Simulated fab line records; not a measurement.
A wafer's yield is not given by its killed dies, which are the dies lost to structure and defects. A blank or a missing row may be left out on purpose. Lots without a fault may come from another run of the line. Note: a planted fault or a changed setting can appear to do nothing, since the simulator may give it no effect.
Lot-split experiment    flow n5Finfet    39 wafers read from 7 lots, route of 1938 steps

== ON THE SPLIT ==
At N5_FIN_SAQP_HM_DEP_72 (deposits SiO2 from SiH4/N2O, target thk 12 nm, time 7.2 s), the setting targetThkA was moved away from the recipe's 120 angstrom on 15 of the 39 wafers read, by -8.7% to +13.6%. All remaining wafers had this setting at the recipe value.

== FROM THE SPLIT TO THE READING: what the file shows between them, 4 steps ==
- N5_FIN_SAQP_COAT_49: time 60 s, resist thk 100 nm
- N5_FIN_SAQP_COAT_50: time 60 s, resist thk 35 nm
- N5_FIN_SAQP_ETCH_52: etches SOC in N2/H2, target depth 100 nm, overetch 20 nm, time 150 s
- N5_FIN_SAQP_STRIP_53: strips in N2/H2

== THE READING ==
etch.depthNm (the simulator's own value, which no gauge read), in nm, at N5_FIN_SAQP_HM_OPEN_73 (chemistry CHF3/O2, target SiO2, stops on a-Si, target depth 12 nm, time 16.8 s). The file gives no usual value for it. Across the 24 wafers here that went through the recipe, the average is 12.00 nm and the standard deviation 0.17 nm.

wafer   tool, chamber at the split  targetThkA as run, angstrom  against the recipe  etch.depthNm, nm  against lot-mates on the recipe
L080.1  pecvd-01, 2                 109.6                        -8.7%               10.8              -1.20
L080.2  pecvd-01, 0                 120                          recipe              11.88             -
L080.3  pecvd-01, 1                 109.6                        -8.7%               10.76             -1.24
L080.4  pecvd-01, 1                 120                          recipe              12.1              -
L080.5  pecvd-01, 2                 109.6                        -8.7%               10.96             -1.04
L080.6  pecvd-01, 0                 120                          recipe              12.02             -
L084.1  pecvd-04, 2                 120                          recipe              11.94             -
L084.2  pecvd-04, 1                 120                          recipe              11.69             -
L084.3  pecvd-04, 0                 127.8                        +6.5%               12.63             +0.77
L084.4  pecvd-04, 2                 120                          recipe              11.95             -
L084.5  pecvd-04, 1                 127.8                        +6.5%               12.85             +0.99
L084.6  pecvd-04, 0                 127.8                        +6.5%               12.83             +0.97
L085.1  pecvd-04, 1                 113.2                        -5.7%               11.25             -0.71
L085.2  pecvd-04, 2                 113.2                        -5.7%               11.16             -0.80
L085.3  pecvd-04, 0                 120                          recipe              11.76             -
L085.4  pecvd-04, 2                 120                          recipe              12.15             -
L085.5  pecvd-04, 0                 120                          recipe              11.96             -
L085.6  pecvd-04, 1                 113.2                        -5.7%               11.28             -0.68
L089.1  pecvd-01, 1                 120                          recipe              11.84             -
L089.2  pecvd-01, 0                 120                          recipe              12.06             -
L089.3  pecvd-01, 2                 120                          recipe              12.17             -
L089.4  pecvd-01, 2                 120                          recipe              12.37             -
L089.5  pecvd-01, 1                 120                          recipe              12.14             -
L089.6  pecvd-01, 0                 120                          recipe              12.23             -
L090.1  pecvd-01, 1                 120                          recipe              11.88             -
L090.2  pecvd-01, 0                 120                          recipe              12.17             -
L090.3  pecvd-01, 2                 136.3                        +13.6%              13.69             +1.68
L090.4  pecvd-01, 1                 120                          recipe              11.99             -
L090.5  pecvd-01, 2                 136.3                        +13.6%              13.94             +1.93
L090.6  pecvd-01, 0                 136.3                        +13.6%              13.83             +1.82
L092.1  pecvd-01, 1                 120                          recipe              11.74             -
L092.3  pecvd-01, 0                 120                          recipe              11.97             -
L092.6  pecvd-01, 2                 120                          recipe              11.92             -
L095.1  pecvd-01, 2                 120                          recipe              12.16             -
L095.2  pecvd-01, 1                 120                          recipe              11.79             -
L095.3  pecvd-01, 2                 132.4                        +10.3%              13.37             +1.38
L095.4  pecvd-01, 1                 120                          recipe              12.03             -
L095.5  pecvd-01, 2                 132.4                        +10.3%              13.23             +1.24
L095.6  pecvd-01, 1                 132.4                        +10.3%              13.17             +1.18

THE FIT
A straight line over all 39 wafers: etch.depthNm changes by +0.13 nm for each +1% of targetThkA; r = +0.98; the points scatter about the line by 0.15 nm.
The same after taking each lot's own level away (the mean of its wafers on the recipe; 39 wafers): +0.131 nm for each +1%; r = +0.99; scatter 0.13 nm.
The reading moves by 1.8 nm for the largest change in targetThkA, on that fit.
The lots' own levels span 11.860 to 12.135 nm, that is 1.7 times the standard deviation above.
So the lot-to-lot level changes the slope little: the two slopes agree.
Check: with one of the wafers moved furthest among these (+13.6%) left out of the fit, the line predicts +1.79 nm for it against its lot-mates. Against them it came out at +1.68 nm.

== THE WHOLE CHAIN: every reading that the file lists as answering this split, in the file's order ==
step                    what it does                                                                    reading                                                                            change (the file's fit)                r (the file's)
N5_FIN_SAQP_HM_DEP_72   deposits SiO2 from SiH4/N2O, target thk 12 nm, time 7.2 s                       SiO2_of_FIN_SAQP_HM_DEP_72.thkNm (the simulator's own value, which no gauge read)  +0.131 nm for each +1% of the setting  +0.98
N5_FIN_SAQP_HM_OPEN_73  chemistry CHF3/O2, target SiO2, stops on a-Si, target depth 12 nm, time 16.8 s  etch.depthNm (the simulator's own value, which no gauge read)                      +0.131 nm for each +1% of the setting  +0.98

== FILE'S OWN FIT ==
etch.depthNm changes by +0.131 nm for each +1% of targetThkA, r = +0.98.
